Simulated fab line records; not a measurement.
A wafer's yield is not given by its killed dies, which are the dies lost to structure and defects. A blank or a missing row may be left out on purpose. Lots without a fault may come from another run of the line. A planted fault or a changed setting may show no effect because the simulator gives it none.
Split-lot study	flow n5-finfet	21 wafers read from 7 lots, route of 1938 steps

== SPLIT DETAILS ==
At N5_BEOL_M5_HM_DEP_02 (deposits TiN, target thk 20 nm), the setting target-thk-a was moved away from the recipe's 200 angstrom on 6 of the 21 wafers read, by -8.1% to +12.9%. All remaining wafers had this setting at the recipe value.

== FROM THE SPLIT TO THE READING: what the file shows between them, 9 steps ==
- N5_BEOL_M5_COAT_71: time 60 s, resist thk 5 nm (also split here: spin-rpm)
- N5_BEOL_M5_COAT_05: resist thk 30 nm
- N5_BEOL_M5_EBR_07
- N5_BEOL_M5_DESCUM_16: chemistry O2, time 7 s
- N5_BEOL_M5_ETCH_72: etches underlayer in N2/H2, target depth 6.5 nm, time 5.2 s
- N5_BEOL_M5_ETCH_61: etches SiARC in CF4, target depth 15.6 nm, time 26 s
- N5_BEOL_M5_ETCH_62: etches SOC in N2/H2, target depth 75 nm, overetch 15 nm, time 112.5 s
- N5_BEOL_M5_STRIP_73: strips in N2/H2
- N5_BEOL_M5_STRIP_64: strips in CF4

== THE READING ==
etch.depth-nm (the simulator's own value, which no gauge read), in nm, at N5_BEOL_M5_HM_OPEN_17 (chemistry Cl2/BCl3, target TiN, target depth 20 nm, overetch 6 nm). No usual value for it is given in the file. Average 19.96 nm, standard deviation 0.19 nm, over the 15 wafers here run with the recipe.

wafer	tool, chamber at the split	target-thk-a as run, angstrom	against the recipe	etch.depth-nm, nm	against lot-mates on the recipe
L080.3	pvd-sputter-03, -	214.5	+7.3%	21.37	+1.23
L080.5	pvd-sputter-03, -	200	recipe	20.14	-
L080.6	pvd-sputter-03, -	200	recipe	20.15	-
L082.4	pvd-sputter-03, -	200	recipe	19.77	-
L082.5	pvd-sputter-03, -	200	recipe	19.71	-
L082.6	pvd-sputter-03, -	200	recipe	19.98	-
L083.3	pvd-sputter-01, -	225.8	+12.9%	22.15	+2.33
L083.4	pvd-sputter-01, -	200	recipe	19.91	-
L083.5	pvd-sputter-01, -	200	recipe	19.73	-
L084.1	pvd-sputter-01, -	183.8	-8.1%	18.41	-1.25
L084.3	pvd-sputter-01, -	200	recipe	19.66	-
L084.4	pvd-sputter-01, -	183.8	-8.1%	18.61	-1.05
L086.1	pvd-sputter-03, -	200	recipe	20.02	-
L086.4	pvd-sputter-03, -	200	recipe	19.99	-
L086.6	pvd-sputter-03, -	200	recipe	19.9	-
L092.1	pvd-sputter-02, -	211	+5.5%	20.84	+0.62
L092.3	pvd-sputter-02, -	200	recipe	20.22	-
L092.4	pvd-sputter-02, -	211	+5.5%	20.78	+0.56
L097.2	pvd-sputter-02, -	200	recipe	20.06	-
L097.4	pvd-sputter-02, -	200	recipe	20.3	-
L097.6	pvd-sputter-02, -	200	recipe	19.92	-

FIT RESULTS
A straight line over all 21 wafers: etch.depth-nm changes by +0.174 nm for each +1% of target-thk-a; r = +0.98; the points scatter about the line by 0.18 nm.
The same after taking each lot's own level away (the mean of its wafers on the recipe; 21 wafers): +0.156 nm for each +1%; r = +0.98; scatter 0.15 nm.
The reading moves by 2 nm for the largest change in target-thk-a, on that fit.
Across the lots, their own levels run from 19.660 to 20.220 nm, a range of 3.0 times the standard deviation given above.
So the slope is not independent of the lot-to-lot level: the two fits are not the same.
Check: with one of the wafers moved furthest among these (+12.9%) left out of the fit, the line predicts +1.79 nm for it against its lot-mates. It came out at +2.33 nm against them.

== OTHER SPLITS ON THESE WAFERS ==
These wafers also went through other splits before the reading. Each is held against what the fit with the lots' levels taken away leaves over:
other split on the same wafers	wafers away from the commonest value	r with etch.depth-nm (lot level and that fit taken away)
N5_MOL_CONTACT_COAG_CVD_140 target-thk-a	10	+0.11
N5_BEOL_M0_SAQP_HM_DEP_02 target-thk-a	7	-0.14
N5_BEOL_M0_SAQP_ALD_48 ald-cycles	8	+0.09
N5_BEOL_M0_CUTY_COAT_51 spin-rpm	5	+0.25
N5_BEOL_M1_COAT_61 spin-rpm	6	-0.06
N5_BEOL_M2_DESCUM_33 time-s	6	+0.05
N5_BEOL_M5_COAT_71 spin-rpm	4	+0.56

== THE WHOLE CHAIN: every reading that the file lists as answering this split, in the file's order ==
step	what it does	reading	change (the file's fit)	r (the file's)
N5_BEOL_M5_HM_DEP_02	deposits TiN, target thk 20 nm	TiN_of_BEOL_M5_HM_DEP_02.thk-nm (the simulator's own value, which no gauge read)	+0.161 nm for each +1% of the setting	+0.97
N5_BEOL_M5_HM_OPEN_17	chemistry Cl2/BCl3, target TiN, target depth 20 nm, overetch 6 nm	etch.depth-nm (the simulator's own value, which no gauge read)	+0.164 nm for each +1% of the setting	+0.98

== THE FILE'S OWN FIT ==
etch.depth-nm changes by +0.164 nm for each +1% of target-thk-a, r = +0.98.
